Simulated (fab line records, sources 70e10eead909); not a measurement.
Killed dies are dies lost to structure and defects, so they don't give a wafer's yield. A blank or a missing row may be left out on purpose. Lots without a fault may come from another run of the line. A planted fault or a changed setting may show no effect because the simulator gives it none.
Chamber matching | flow nand_harc | NHARC_P_M1_DEP_00 on pecvd-04: 3 sister chambers
The step deposits SiOC, target thk 182.5 nm. 6 wafers are shown with their chamber, then 8 later ones without.

WAFERS WITH THEIR CHAMBER
wafer  | chamber | showerhead_vpp_V (V) | rf_fwd_power_W (W)
L654.1 | 0       | 1564                 | 598.9
L655.2 | 0       | 1541                 | 599.5
L655.6 | 2       | 1508                 | 600.4
L653.1 | 2       | 1466                 | 599.1
L653.5 | 1       | 1366                 | 599.2
L666.1 | 1       | 1357                 | 597.7

WAFERS WITHOUT THEIR CHAMBER
wafer  | showerhead_vpp_V (V) | rf_fwd_power_W (W)
L666.3 | 1557                 | 601.1
L666.6 | 1577                 | 601.2
L667.2 | 1518                 | 601.7
L667.4 | 1366                 | 595.8
L667.5 | 1526                 | 600.3
L668.2 | 1351                 | 600.9
L668.4 | 1374                 | 598.4
L668.6 | 1562                 | 596.2

WHICH CHAMBER EACH WENT THROUGH
wafer  | from the rows above     | in truth
L666.3 | can't be placed: 0 or 2 | 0
L666.6 | 0                       | 0
L667.2 | can't be placed: 2 or 0 | 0
L667.4 | 1                       | 1
L667.5 | can't be placed: 0 or 2 | 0
L668.2 | 1                       | 1
L668.4 | 1                       | 1
L668.6 | 0                       | 0
Placed correctly: 5 of 8. Can't be placed from these rows: 3 (the true chamber is among the candidates in 3). Placed wrongly: 0.
How it was worked out, from the rows above alone: a wafer's distance from a chamber is the root of the sum, over the readings, of the square of ((its reading less the chamber's mean) divided by the reading's scatter). The wafer belongs to the nearest chamber; if the next one is less than 2 further off, it can't be placed. A chamber's mean is the mean of its shown wafers. The scatter: the root of (the sum of the squares of (reading less its chamber's mean) over the shown wafers, divided by (wafers less chambers)).
